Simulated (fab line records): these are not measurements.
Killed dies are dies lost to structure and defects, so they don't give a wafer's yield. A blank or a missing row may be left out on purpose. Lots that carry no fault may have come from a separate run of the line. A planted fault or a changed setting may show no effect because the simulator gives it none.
Chamber matching ; flow nand-harc ; NHARC_P_CONTACT_CMP_01 on cmp-01: 4 sister chambers
The step polishes SiO2, target thk 200 nm. 18 wafers are shown with their chamber, then 9 later ones without.

## EACH WAFER AND ITS CHAMBER
wafer;chamber;motor-current-A (A);retaining-ring-pressure-frac
L077.1;1;10.9;0.997
L077.2;3;14.6;0.998
L077.6;1;11.5;0.994
L078.1;0;11.8;1.003
L078.2;3;14.7;0.996
L078.5;1;11.3;1.001
L080.3;2;12.2;0.993
L080.5;3;14.7;0.996
L080.6;0;11.6;1.001
L083.1;3;15.0;0.992
L083.2;0;12.3;1.004
L083.5;3;15.5;0.997
L082.1;0;11.6;1.010
L082.4;3;15.6;0.995
L082.5;2;12.3;0.996
L088.1;1;10.8;1.003
L088.4;2;11.9;1.003
L088.6;0;12.1;0.999

SIGNATURES (averages over the wafers above)
reading;chamber 0;chamber 1;chamber 2;chamber 3;scatter within a chamber
motor-current-A;11.880;11.125;12.133;15.017;0.354
retaining-ring-pressure-frac;1.00340;0.99875;0.99733;0.99567;0.0037
Rule: a wafer lies at a distance from a chamber equal to the root of the sum of squares, over the readings, of (its reading less the chamber's mean, divided by the reading's scatter). If the next closest chamber is less than 2 further off than the closest, the wafer can't be placed; otherwise it belongs to the closest. The scatter is the square root of a quotient: the sum, over the shown wafers, of each reading's squared deviation from its chamber's mean, divided by wafers minus chambers.

## WAFERS MISSING THEIR CHAMBER
wafer;motor-current-A (A);retaining-ring-pressure-frac
L090.1;12.1;1.006
L090.3;14.8;1.001
L090.6;11.8;1.001
L092.2;12.2;1.003
L092.3;14.7;0.999
L092.4;10.5;1.004
L096.2;12.1;1.004
L096.4;14.8;0.997
L096.6;11.9;0.996

## WHICH CHAMBER EACH ONE RAN IN
wafer;from the rows above;in truth
L090.1;can't be placed: 0 or 2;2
L090.3;3;3
L090.6;can't be placed: 0 or 2 or 1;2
L092.2;can't be placed: 0 or 2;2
L092.3;3;3
L092.4;can't be placed: 1 or 0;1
L096.2;can't be placed: 0 or 2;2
L096.4;3;3
L096.6;can't be placed: 2 or 0 or 1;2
Correctly placed: 3 of 9. These rows do not allow placing 6 (true chamber among the candidates in 6). 0 placed wrongly.
